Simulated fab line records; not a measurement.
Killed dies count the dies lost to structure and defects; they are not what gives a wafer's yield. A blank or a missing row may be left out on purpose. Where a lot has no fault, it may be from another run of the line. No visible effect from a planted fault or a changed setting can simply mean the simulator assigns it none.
Which of the tools did it? || flow n5-finfet || 12 lots (36 wafers sampled), 1 step of a 1938-step route

== WHAT THE GAUGES SHOWED, per wafer ==
N5_BEOL_M1_INSPECT_59: inspects for defects (darkfield).
{"lot": "L075", "measured": "day 6 22:45", "on": "defect-inspect-01", "raw-defect-count": "93 110 175"}
{"lot": "L077", "measured": "day 7 02:16", "on": "defect-inspect-01", "raw-defect-count": "54 55 66"}
{"lot": "L079", "measured": "day 7 18:12", "on": "defect-inspect-02", "raw-defect-count": "55 27 35"}
{"lot": "L081", "measured": "day 8 09:12", "on": "defect-inspect-01", "raw-defect-count": "186 68 123"}
{"lot": "L083", "measured": "day 8 19:33", "on": "defect-inspect-02", "raw-defect-count": "65 70 57"}
{"lot": "L085", "measured": "day 9 16:34", "on": "defect-inspect-01", "raw-defect-count": "116 64 83"}
{"lot": "L088", "measured": "day 10 03:58", "on": "defect-inspect-01", "raw-defect-count": "212 154 113"}
{"lot": "L089", "measured": "day 10 07:04", "on": "defect-inspect-02", "raw-defect-count": "58 44 40"}
{"lot": "L091", "measured": "day 10 21:40", "on": "defect-inspect-01", "raw-defect-count": "96 84 60"}
{"lot": "L093", "measured": "day 11 08:52", "on": "defect-inspect-01", "raw-defect-count": "61 69 80"}
{"lot": "L096", "measured": "day 11 22:11", "on": "defect-inspect-01", "raw-defect-count": "72 85 68"}
{"lot": "L097", "measured": "day 12 18:28", "on": "defect-inspect-02", "raw-defect-count": "69 43 49"}

== WHICH TOOL RAN EACH LOT (tool, then ch and the chambers of the sampled wafers, then the start) ==
No process step before these readings appears in the record.

== THE ANSWER, worked out from the rows above alone ==
Rule: usual is defined by the lots themselves. The widest of any qualifying gaps counts: lots, ordered by their means at a reading, are off when they make up no more than a third of the lots, leave a main group of 4 or more, and stand apart from it by 3 or more times the standard deviation of that group's means. Not used: any main group whose means are identical at the precision the tables above print for the reading. Also off: a lot with no number at a reading for which 4 or more lots have one. All remaining lots with rows at the step are treated as sound.
Across all readings shown, no lot is off: no conclusion can be drawn from this.

== WHAT THE SIMULATOR PUT IN ==
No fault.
